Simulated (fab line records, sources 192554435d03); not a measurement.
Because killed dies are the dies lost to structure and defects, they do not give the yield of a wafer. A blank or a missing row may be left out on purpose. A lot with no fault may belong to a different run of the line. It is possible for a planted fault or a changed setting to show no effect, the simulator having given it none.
Matching of chambers + flow n5_finfet + N5_MOL_CONTACT_COAG_ETCHBACK_135 on rie_diel-01 has 4 sister chambers
The step etches SiO2 in CHF3, target depth 25 nm, time 16.7 s. 7 wafers are shown with their chamber, then 8 later ones without.

## WAFERS WITH THEIR CHAMBER
| wafer  | chamber | showerhead_plenum_p_Torr (Torr) | drypump_motor_current_A (A) |
|--------|---------|---------------------------------|-----------------------------|
| L083.5 | 2       | 2.37                            | 5.9                         |
| L090.2 | 1       | 2.43                            | 5.8                         |
| L090.6 | 0       | 2.25                            | 5.7                         |
| L091.1 | 0       | 2.25                            | 5.8                         |
| L091.3 | 3       | 2.47                            | 5.3                         |
| L091.6 | 2       | 2.36                            | 5.9                         |
| L092.2 | 3       | 2.47                            | 5.3                         |

## WAFERS WITH NO CHAMBER GIVEN
| wafer  | showerhead_plenum_p_Torr (Torr) | drypump_motor_current_A (A) |
|--------|---------------------------------|-----------------------------|
| L092.4 | 2.25                            | 5.8                         |
| L092.5 | 2.36                            | 5.9                         |
| L097.1 | 2.24                            | 5.7                         |
| L097.2 | 2.36                            | 5.9                         |
| L097.3 | 2.46                            | 5.3                         |
| L097.4 | 2.42                            | 5.7                         |
| L097.5 | 2.36                            | 5.9                         |
| L097.6 | 2.42                            | 5.7                         |

## THE CHAMBER EACH PASSED THROUGH
| wafer  | from the rows above | in truth |
|--------|---------------------|----------|
| L092.4 | 0                   | 0        |
| L092.5 | 2                   | 2        |
| L097.1 | 0                   | 0        |
| L097.2 | 2                   | 2        |
| L097.3 | 3                   | 3        |
| L097.4 | 1                   | 1        |
| L097.5 | 2                   | 2        |
| L097.6 | 1                   | 1        |
Correct placement for 8 of the 8. From these rows, 0 cannot be placed. Placed wrongly: 0.
How it was worked out, from the rows above alone: a wafer's distance from a chamber is the root of the sum, over the readings, of the square of ((its reading less the chamber's mean) divided by the reading's scatter). If the next closest chamber is less than 2 further off than the closest, the wafer can't be placed; otherwise it belongs to the closest. A chamber's mean is the mean of its shown wafers. The scatter: take each reading less its chamber's mean, square it, sum over the shown wafers, divide by the number of wafers less the number of chambers, and take the root.
